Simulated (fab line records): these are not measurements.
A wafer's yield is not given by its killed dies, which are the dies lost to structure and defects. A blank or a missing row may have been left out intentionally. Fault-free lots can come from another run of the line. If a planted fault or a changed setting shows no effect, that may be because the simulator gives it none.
Split-lot study || flow n5 finfet || 21 wafers read across 7 lots, on a route 1938 steps long

THE SPLIT ITSELF
At N5_BEOL_M2_DESCUM_33 (chemistry O2, time 7 s), the setting time s was moved away from the recipe's 7 s on 11 of the 21 wafers read, by -11.4% to +21.4%. All remaining wafers had this setting at the recipe value.

FROM THE SPLIT TO THE READING: what the file shows between them, 1 step
- N5_BEOL_M2_ETCH_77: etches underlayer in N2/H2, target depth 6.5 nm, time 5.2 s

THE READING
CAR-EUV_of_BEOL_M2_COAT_22.thk nm (the simulator's own value, which no gauge read), in nm, at N5_BEOL_M2_ETCH_69 (etches SiARC in CF4, target depth 15.6 nm, time 26 s). The file gives no usual value for it. Across the 10 wafers here that went through the recipe, the average is 11.2 nm and the standard deviation 0.13 nm.

{"wafer": "L076.3", "tool, chamber at the split": "rie diel-02, 2,1,0", "time s as run, s": 8.29, "against the recipe": "+18.4%", "CAR-EUV_of_BEOL_M2_COAT_22.thk nm, nm": 10.4, "against lot-mates on the recipe": "no lot-mate on the recipe"}
{"wafer": "L076.4", "tool, chamber at the split": "rie diel-02, 2,1,0", "time s as run, s": 8.29, "against the recipe": "+18.4%", "CAR-EUV_of_BEOL_M2_COAT_22.thk nm, nm": 10.4, "against lot-mates on the recipe": "no lot-mate on the recipe"}
{"wafer": "L076.5", "tool, chamber at the split": "rie diel-02, 2,1,0", "time s as run, s": 8.29, "against the recipe": "+18.4%", "CAR-EUV_of_BEOL_M2_COAT_22.thk nm, nm": 10.6, "against lot-mates on the recipe": "no lot-mate on the recipe"}
{"wafer": "L079.1", "tool, chamber at the split": "rie diel-02, 3,0", "time s as run, s": 6.497, "against the recipe": "-7.2%", "CAR-EUV_of_BEOL_M2_COAT_22.thk nm, nm": 11.8, "against lot-mates on the recipe": "+0.4"}
{"wafer": "L079.5", "tool, chamber at the split": "rie diel-02, 3,0", "time s as run, s": 6.497, "against the recipe": "-7.2%", "CAR-EUV_of_BEOL_M2_COAT_22.thk nm, nm": 11.8, "against lot-mates on the recipe": "+0.4"}
{"wafer": "L079.6", "tool, chamber at the split": "rie diel-02, 3", "time s as run, s": 7, "against the recipe": "recipe", "CAR-EUV_of_BEOL_M2_COAT_22.thk nm, nm": 11.4, "against lot-mates on the recipe": "-"}
{"wafer": "L085.1", "tool, chamber at the split": "rie diel-04, 2", "time s as run, s": 7, "against the recipe": "recipe", "CAR-EUV_of_BEOL_M2_COAT_22.thk nm, nm": 11.2, "against lot-mates on the recipe": "-"}
{"wafer": "L085.3", "tool, chamber at the split": "rie diel-04, 0", "time s as run, s": 8.497, "against the recipe": "+21.4%", "CAR-EUV_of_BEOL_M2_COAT_22.thk nm, nm": 10.6, "against lot-mates on the recipe": -0.6}
{"wafer": "L085.5", "tool, chamber at the split": "rie diel-04, 1", "time s as run, s": 8.497, "against the recipe": "+21.4%", "CAR-EUV_of_BEOL_M2_COAT_22.thk nm, nm": 10.4, "against lot-mates on the recipe": -0.8}
{"wafer": "L086.1", "tool, chamber at the split": "rie diel-01, 0", "time s as run, s": 7.869, "against the recipe": "+12.4%", "CAR-EUV_of_BEOL_M2_COAT_22.thk nm, nm": 10.6, "against lot-mates on the recipe": -0.8}
{"wafer": "L086.2", "tool, chamber at the split": "rie diel-01, 3", "time s as run, s": 7.869, "against the recipe": "+12.4%", "CAR-EUV_of_BEOL_M2_COAT_22.thk nm, nm": 10.6, "against lot-mates on the recipe": -0.8}
{"wafer": "L086.3", "tool, chamber at the split": "rie diel-01, 2", "time s as run, s": 7, "against the recipe": "recipe", "CAR-EUV_of_BEOL_M2_COAT_22.thk nm, nm": 11.4, "against lot-mates on the recipe": "-"}
{"wafer": "L087.3", "tool, chamber at the split": "rie diel-02, 1,2,3", "time s as run, s": 7, "against the recipe": "recipe", "CAR-EUV_of_BEOL_M2_COAT_22.thk nm, nm": 11, "against lot-mates on the recipe": "-"}
{"wafer": "L087.4", "tool, chamber at the split": "rie diel-02, 1,2,3", "time s as run, s": 7, "against the recipe": "recipe", "CAR-EUV_of_BEOL_M2_COAT_22.thk nm, nm": 11.2, "against lot-mates on the recipe": "-"}
{"wafer": "L087.5", "tool, chamber at the split": "rie diel-02, 1,2,3", "time s as run, s": 7, "against the recipe": "recipe", "CAR-EUV_of_BEOL_M2_COAT_22.thk nm, nm": 11.2, "against lot-mates on the recipe": "-"}
{"wafer": "L088.3", "tool, chamber at the split": "rie diel-04, 2,0", "time s as run, s": 6.204, "against the recipe": "-11.4%", "CAR-EUV_of_BEOL_M2_COAT_22.thk nm, nm": 11.6, "against lot-mates on the recipe": "+0.4"}
{"wafer": "L088.4", "tool, chamber at the split": "rie diel-04, 2,0", "time s as run, s": 6.204, "against the recipe": "-11.4%", "CAR-EUV_of_BEOL_M2_COAT_22.thk nm, nm": 11.6, "against lot-mates on the recipe": "+0.4"}
{"wafer": "L088.5", "tool, chamber at the split": "rie diel-04, 3", "time s as run, s": 7, "against the recipe": "recipe", "CAR-EUV_of_BEOL_M2_COAT_22.thk nm, nm": 11.2, "against lot-mates on the recipe": "-"}
{"wafer": "L089.1", "tool, chamber at the split": "rie diel-02, 1", "time s as run, s": 7, "against the recipe": "recipe", "CAR-EUV_of_BEOL_M2_COAT_22.thk nm, nm": 11.2, "against lot-mates on the recipe": "-"}
{"wafer": "L089.5", "tool, chamber at the split": "rie diel-02, 1,3", "time s as run, s": 7, "against the recipe": "recipe", "CAR-EUV_of_BEOL_M2_COAT_22.thk nm, nm": 11.2, "against lot-mates on the recipe": "-"}
{"wafer": "L089.4", "tool, chamber at the split": "rie diel-02, 1,3", "time s as run, s": 7, "against the recipe": "recipe", "CAR-EUV_of_BEOL_M2_COAT_22.thk nm, nm": 11, "against lot-mates on the recipe": "-"}
Rows listing several chambers each stand for several wafers; the file does not say which wafer went through which chamber.

FIT RESULTS
A straight line over all 21 wafers: CAR-EUV_of_BEOL_M2_COAT_22.thk nm changes by -0.0407 nm for each +1% of time s; r = -0.94; the points scatter about the line by 0.16 nm.
The same after taking each lot's own level away (the mean of its wafers on the recipe; 18 wafers): -0.0406 nm for each +1%; r = -0.94; scatter 0.14 nm.
The reading moves by 0.87 nm for the largest change in time s, on that fit.
From 11.13 to 11.40 nm: that is the span of the lots' own levels, equal to 2.1 times the standard deviation above.
The two slopes are in agreement: the lot-to-lot level therefore moves the slope only a little.
Check: for one of the wafers moved furthest among these (+21.4%), held out of the fit, the line's prediction against its lot-mates is -1 nm. It came out at -0.6 nm against them.

OTHER SPLITS APPLIED TO THESE WAFERS
These wafers also went through other splits before the reading. Each is held against what the fit with the lots' levels taken away leaves over:
{"other split on the same wafers": "N5_BEOL_M0_SAQP_COAT_82 spin rpm", "wafers away from the commonest value": 8, "r with CAR-EUV_of_BEOL_M2_COAT_22.thk nm (lot level and that fit taken away)": -0.42}
{"other split on the same wafers": "N5_BEOL_M0_CUTY_COAT_51 spin rpm", "wafers away from the commonest value": 8, "r with CAR-EUV_of_BEOL_M2_COAT_22.thk nm (lot level and that fit taken away)": -0.43}
{"other split on the same wafers": "N5_BEOL_M2_COAT_62 spin rpm", "wafers away from the commonest value": 4, "r with CAR-EUV_of_BEOL_M2_COAT_22.thk nm (lot level and that fit taken away)": -0.33}
{"other split on the same wafers": "N5_BEOL_M2_COAT_76 spin rpm", "wafers away from the commonest value": 2, "r with CAR-EUV_of_BEOL_M2_COAT_22.thk nm (lot level and that fit taken away)": "+0.50"}

THE WHOLE CHAIN: every reading that the file lists as answering this split, in the file's order
{"step": "N5_BEOL_M2_DESCUM_33", "what it does": "chemistry O2, time 7 s", "reading": "CAR-EUV_of_BEOL_M2_COAT_22.thk nm (the simulator's own value, which no gauge read)", "change (the file's fit)": "-0.0361 nm for each +1% of the setting", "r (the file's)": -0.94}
{"step": "N5_BEOL_M2_ETCH_77", "what it does": "etches underlayer in N2/H2, target depth 6.5 nm, time 5.2 s", "reading": "CAR-EUV_of_BEOL_M2_COAT_22.thk nm (the simulator's own value, which no gauge read)", "change (the file's fit)": "-0.0423 nm for each +1% of the setting", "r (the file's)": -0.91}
{"step": "N5_BEOL_M2_ETCH_69", "what it does": "etches SiARC in CF4, target depth 15.6 nm, time 26 s", "reading": "CAR-EUV_of_BEOL_M2_COAT_22.thk nm (the simulator's own value, which no gauge read)", "change (the file's fit)": "-0.0408 nm for each +1% of the setting", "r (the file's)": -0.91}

FILE'S OWN FIT
CAR-EUV_of_BEOL_M2_COAT_22.thk nm changes by -0.0408 nm for each +1% of time s, r = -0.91.
